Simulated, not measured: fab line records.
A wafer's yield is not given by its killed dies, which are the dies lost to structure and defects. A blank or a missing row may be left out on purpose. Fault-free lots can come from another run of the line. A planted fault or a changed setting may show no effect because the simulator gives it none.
Which tool was responsible? | flow n5_finfet | Sampling: 9 lots, 27 wafers, 5 of 1938 route steps

## WHAT THE GAUGES READ, wafer by wafer
N5_BEOL_M4_RC_MEAS_101. Usual: DIBL_N 36.8 mV/V, standard deviation 1.5; DIBL_P 37.1 mV/V, standard deviation 2.1; IOFF_N 0.168 nA/um, standard deviation 0.03; IOFF_P 0.22 nA/um, standard deviation 0.034; ION_N 679 uA/um, standard deviation 12; ION_P 466 uA/um, standard deviation 8; SS_N 71.7 mV/dec, standard deviation 0.58; SS_P 73.5 mV/dec, standard deviation 0.67; VT_N 248.8 mV, standard deviation 2.7; VT_P -250 mV, standard deviation 3.3.
lot  | measured     | on        | DIBL_N (mV/V)  | DIBL_P (mV/V)  | IOFF_N (nA/um)    | IOFF_P (nA/um) | ION_N (uA/um) | ION_P (uA/um) | SS_N (mV/dec)  | SS_P (mV/dec)  | VT_N (mV)         | VT_P (mV)      | flag
L334 | day 8 02:38  | prober-01 | 37.6 37.3 38.0 | 39.4 37.8 39.2 | 0.203 0.181 0.197 | 0.29 0.25 0.28 | 694 679 679   | 475 466 470   | 71.2 71.3 71.7 | 74.3 73.5 74.9 | 245.8 249.1 247.4 | -247 -248 -246 |
L336 | day 8 13:56  | prober-02 | 36.8 37.9 37.9 | 36.8 38.8 37.6 | 0.162 0.184 0.190 | 0.26 0.29 0.26 | 690 689 704   | 482 479 486   | 71.3 71.8 71.9 | 73.5 74.2 73.5 | 248.8 249.6 246.3 | -246 -242 -246 |
L342 | day 9 17:22  | prober-01 | 38.6 35.1 37.7 | 40.4 36.2 38.2 | 0.222 0.148 0.178 | 0.23 0.16 0.20 | 688 680 673   | 457 458 457   | 71.9 70.8 72.5 | 74.1 72.7 73.5 | 245.8 249.5 249.2 | -253 -257 -254 |
L343 | day 10 00:07 | prober-02 | 40.3 36.5 38.9 | 41.8 36.5 41.4 | 0.264 0.150 0.217 | 0.28 0.18 0.27 | 698 660 677   | 468 452 467   | 72.5 70.7 72.4 | 74.9 74.0 74.1 | 243.8 251.1 244.8 | -250 -253 -249 |
L347 | day 11 06:49 | prober-02 | 41.2 36.5 35.5 | 40.8 34.4 32.9 | 0.240 0.138 0.124 | 0.32 0.21 0.18 | 677 662 657   | 468 464 455   | 72.2 71.1 71.1 | 76.2 73.5 72.4 | 245.5 253.0 253.3 | -248 -251 -249 |
L348 | day 11 08:31 | prober-02 | 36.5 35.7 38.2 | 37.7 37.1 39.7 | 0.184 0.152 0.230 | 0.21 0.19 0.24 | 686 682 697   | 463 471 476   | 71.9 71.7 73.2 | 73.9 72.8 74.2 | 245.8 249.9 242.6 | -253 -254 -250 |
L349 | day 11 22:59 | prober-01 | 37.2 38.1 35.6 | 37.4 38.0 35.5 | 0.178 0.182 0.146 | 0.23 0.25 0.20 | 690 689 683   | 467 470 468   | 71.8 71.6 70.7 | 72.4 73.9 72.7 | 245.2 247.6 251.3 | -249 -247 -249 |
L350 | day 12 05:23 | prober-01 | 35.7 33.8 37.9 | 36.8 33.9 39.5 | 0.139 0.118 0.169 | 0.22 0.17 0.27 | 681 674 676   | 472 468 471   | 71.1 70.9 71.7 | 73.4 72.4 73.9 | 252.4 253.6 244.6 | -251 -252 -246 |
L354 | day 13 00:08 | prober-02 | 39.5 36.3 37.7 | 39.8 36.0 37.7 | 0.233 0.149 0.182 | 0.28 0.21 0.23 | 712 687 695   | 478 472 476   | 71.8 71.4 72.2 | 74.5 73.2 73.2 | 244.4 250.9 248.9 | -247 -249 -250 |

## WHAT TOOL EACH LOT RAN ON (gives the tool, then ch and the chambers of the sampled wafers, and finally the start)
lot  | N5_GATE_CUT_DESCUM_18             | N5_GATE_CUT_CUT_ETCH_53          | N5_GATE_CUT_CUT_ETCH_54          | N5_GATE_CUT_ETCH_47
L334 | rie_diel-03 ch 0,1,2, day 4 23:50 | rie_metal-02 ch 0,1, day 5 00:14 | rie_metal-02 ch 0,1, day 5 00:18 | rie_metal-02 ch 0,1, day 5 00:23
L336 | rie_diel-04 ch 0,2,3, day 5 05:35 | rie_metal-02 ch 0,1, day 5 05:59 | rie_metal-02 ch 0,1, day 5 06:03 | rie_metal-02 ch 0,1, day 5 06:08
L342 | rie_diel-04 ch 0,2,3, day 6 19:47 | rie_metal-02 ch 0,1, day 6 20:11 | rie_metal-02 ch 0,1, day 6 20:15 | rie_metal-02 ch 0,1, day 6 20:20
L343 | rie_diel-04 ch 0,1,3, day 7 06:00 | rie_metal-02 ch 0,1, day 7 06:24 | rie_metal-02 ch 0,1, day 7 06:28 | rie_metal-02 ch 0,1, day 7 06:33
L347 | rie_diel-04 ch 0,1,3, day 7 23:26 | rie_metal-01 ch 0,1, day 7 23:52 | rie_metal-01 ch 0,1, day 7 23:55 | rie_metal-01 ch 0,1, day 8 00:00
L348 | rie_diel-04 ch 1,3, day 8 06:31   | rie_metal-01 ch 0,1, day 8 06:54 | rie_metal-01 ch 0,1, day 8 06:58 | rie_metal-01 ch 0,1, day 8 07:03
L349 | rie_diel-04 ch 0,3, day 8 10:25   | rie_metal-03 ch 0,1, day 8 10:48 | rie_metal-03 ch 0,1, day 8 10:52 | rie_metal-03 ch 0,1, day 8 10:57
L350 | rie_diel-05 ch 0,2, day 8 21:13   | rie_metal-01 ch 0,1, day 8 21:37 | rie_metal-01 ch 0,1, day 8 21:40 | rie_metal-01 ch 0,1, day 8 21:46
L354 | rie_diel-04 ch 0,1,2, day 9 17:47 | rie_metal-03 ch 0,1, day 9 18:11 | rie_metal-03 ch 0,1, day 9 18:15 | rie_metal-03 ch 0,1, day 9 18:20
- N5_GATE_CUT_DESCUM_18: chemistry O2, time 7 s.
- N5_GATE_CUT_CUT_ETCH_53: etches W in SF6/Cl2, target depth 79.2 nm.
- N5_GATE_CUT_CUT_ETCH_54: etches TiN in Cl2/BCl3, target depth 96.7 nm.
- N5_GATE_CUT_ETCH_47: etches SiO2 in Cl2/BCl3, target depth 10 nm.

## WHAT THE TOOLS THEMSELVES READ (means of the sampled wafers that have a number; where no wafer has one, the mark that the record gives instead)
N5_GATE_CUT_DESCUM_18. Usual: drypump_motor_current_A 5.84 A, standard deviation 0.24; oes_product_au 0.77 a.u., standard deviation 0.073; rf_vpp_V 242.8 V, standard deviation 1.6; showerhead_plenum_p_Torr 2.08 Torr, standard deviation 0.083; throttle_valve_pct 20.54 %, standard deviation 0.19.
lot  | tool        | drypump_motor_current_A (A) | oes_product_au (a.u.) | rf_vpp_V (V) | showerhead_plenum_p_Torr (Torr) | throttle_valve_pct (%) | flag
L334 | rie_diel-03 | 5.84                        | 0.77                  | 243.0        | 2.11                            | 20.59                  |
L336 | rie_diel-04 | 5.77                        | 0.74                  | 241.6        | 2.02                            | 20.50                  |
L342 | rie_diel-04 | 5.78                        | 0.73                  | 242.0        | 2.01                            | 20.52                  |
L343 | rie_diel-04 | 5.91                        | 0.78                  | 243.0        | 2.04                            | 20.44                  |
L347 | rie_diel-04 | 5.92                        | 0.78                  | 242.5        | 2.04                            | 20.44                  |
L348 | rie_diel-04 | 6.08                        | 0.82                  | 242.5        | 2.05                            | 20.34                  |
L349 | rie_diel-04 | 5.96                        | 0.74                  | 241.8        | 2.05                            | 20.62                  |
L350 | rie_diel-05 | 5.81                        | 0.81                  | 244.4        | 2.18                            | 20.70                  |
L354 | rie_diel-04 | 5.72                        | 0.82                  | 242.6        | 2.08                            | 20.25                  |

N5_GATE_CUT_CUT_ETCH_53. Usual: drypump_motor_current_A 5.5 A, standard deviation 0.54; etch_rf_on_time_s 26.2 s, standard deviation 0.56; oes_product_au 0.71 a.u., standard deviation 0.11; rf_fwd_power_W 879 W, standard deviation 3.1; throttle_valve_pct 28.9 %, standard deviation 0.44.
lot  | tool         | drypump_motor_current_A (A) | etch_rf_on_time_s (s) | oes_product_au (a.u.) | rf_fwd_power_W (W) | throttle_valve_pct (%) | flag
L334 | rie_metal-02 | 5.5                         | 25.9                  | 0.59                  | 878                | 29.2                   |
L336 | rie_metal-02 | 5.5                         | 26.6                  | 0.58                  | 879                | 29.2                   |
L342 | rie_metal-02 | 5.5                         | 33.6                  | 0.51                  | 661                | 29.1                   | OFF
L343 | rie_metal-02 | 5.5                         | 33.9                  | 0.50                  | 660                | 29.1                   | OFF
L347 | rie_metal-01 | 5.6                         | 26.3                  | 0.76                  | 879                | 29.2                   |
L348 | rie_metal-01 | 5.4                         | 25.8                  | 0.78                  | 878                | 29.1                   |
L349 | rie_metal-03 | 5.9                         | 26.0                  | 0.78                  | 881                | 28.4                   |
L350 | rie_metal-01 | 5.4                         | 25.9                  | 0.77                  | 877                | 29.1                   |
L354 | rie_metal-03 | 5.4                         | 25.7                  | 0.78                  | 878                | 28.6                   |

N5_GATE_CUT_CUT_ETCH_54. Usual: drypump_motor_current_A 5.5 A, standard deviation 0.54; etch_rf_on_time_s 36.6 s, standard deviation 0.76; oes_product_au 0.71 a.u., standard deviation 0.1; rf_fwd_power_W 978 W, standard deviation 5; throttle_valve_pct 22.2 %, standard deviation 0.31.
lot  | tool         | drypump_motor_current_A (A) | etch_rf_on_time_s (s) | oes_product_au (a.u.) | rf_fwd_power_W (W) | throttle_valve_pct (%) | flag
L334 | rie_metal-02 | 5.5                         | 37.0                  | 0.59                  | 975                | 22.4                   |
L336 | rie_metal-02 | 5.5                         | 36.9                  | 0.58                  | 975                | 22.4                   |
L342 | rie_metal-02 | 5.5                         | 37.2                  | 0.58                  | 977                | 22.5                   |
L343 | rie_metal-02 | 5.5                         | 36.9                  | 0.58                  | 971                | 22.5                   |
L347 | rie_metal-01 | 5.6                         | 36.8                  | 0.76                  | 977                | 22.4                   |
L348 | rie_metal-01 | 5.4                         | 36.0                  | 0.78                  | 978                | 22.4                   |
L349 | rie_metal-03 | 5.8                         | 36.0                  | 0.79                  | 982                | 21.8                   |
L350 | rie_metal-01 | 5.4                         | 36.2                  | 0.77                  | 980                | 22.4                   |
L354 | rie_metal-03 | 5.3                         | 36.3                  | 0.77                  | 982                | 22.0                   |

N5_GATE_CUT_ETCH_47. Usual: drypump_motor_current_A 5.5 A, standard deviation 0.54; oes_product_au 0.79 a.u., standard deviation 0.11; rf_fwd_power_W 978 W, standard deviation 5.3; throttle_valve_pct 22.8 %, standard deviation 0.3.
lot  | tool         | drypump_motor_current_A (A) | oes_product_au (a.u.) | rf_fwd_power_W (W) | throttle_valve_pct (%) | flag
L334 | rie_metal-02 | 5.5                         | 0.65                  | 976                | 23.0                   |
L336 | rie_metal-02 | 5.5                         | 0.64                  | 972                | 23.0                   |
L342 | rie_metal-02 | 5.5                         | 0.64                  | 973                | 23.0                   |
L343 | rie_metal-02 | 5.5                         | 0.64                  | 976                | 23.0                   |
L347 | rie_metal-01 | 5.6                         | 0.83                  | 980                | 22.9                   |
L348 | rie_metal-01 | 5.4                         | 0.85                  | 978                | 22.9                   |
L349 | rie_metal-03 | 5.9                         | 0.87                  | 985                | 22.4                   |
L350 | rie_metal-01 | 5.4                         | 0.85                  | 982                | 22.9                   |
L354 | rie_metal-03 | 5.3                         | 0.86                  | 980                | 22.5                   |

## THE ANSWER, worked out from the rows above alone
Rule: a lot is off if the mean of its wafers that have a number lies more than 3 standard deviations from the usual mean. Also off: a lot with no number at a reading for which 4 or more lots have one. Any other lot the step has rows for is counted as sound. The gauges are gone through in route order, then the tools' own readings, and for those a lot's mean is taken as printed above. The first step at which some lot is off is used, and at that step the reading that is off furthest; a lot without a number counts as furthest.
Off at N5_GATE_CUT_CUT_ETCH_53 (rf_fwd_power_W): L342, L343.
A tool fits if, at that step or a process step before it, it ran every lot that is off, and no sound lot after the first of them. One candidate fits, namely rie_metal-02 at N5_GATE_CUT_CUT_ETCH_53. A fault onset in the window from L336 (day 5 05:59, its last sound lot) to L342 (day 6 20:11, its first lot off) fits.
The tool's own readings at N5_GATE_CUT_CUT_ETCH_53 bear it out: on the lots that are off they differ by more than 5 times the standard deviation of the sound lots' means. etch_rf_on_time_s reads 33.8 s there against 26.0 s on the sound lots; rf_fwd_power_W reads 660 W there against 879 W on the sound lots.

## WHAT WAS PUT IN BY THE SIMULATOR
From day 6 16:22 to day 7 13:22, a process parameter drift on rie_metal-02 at N5_GATE_CUT_CUT_ETCH_53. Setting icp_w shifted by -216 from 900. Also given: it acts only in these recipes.
Lots struck among those shown: L342, L343. The rule above reached the same finding.
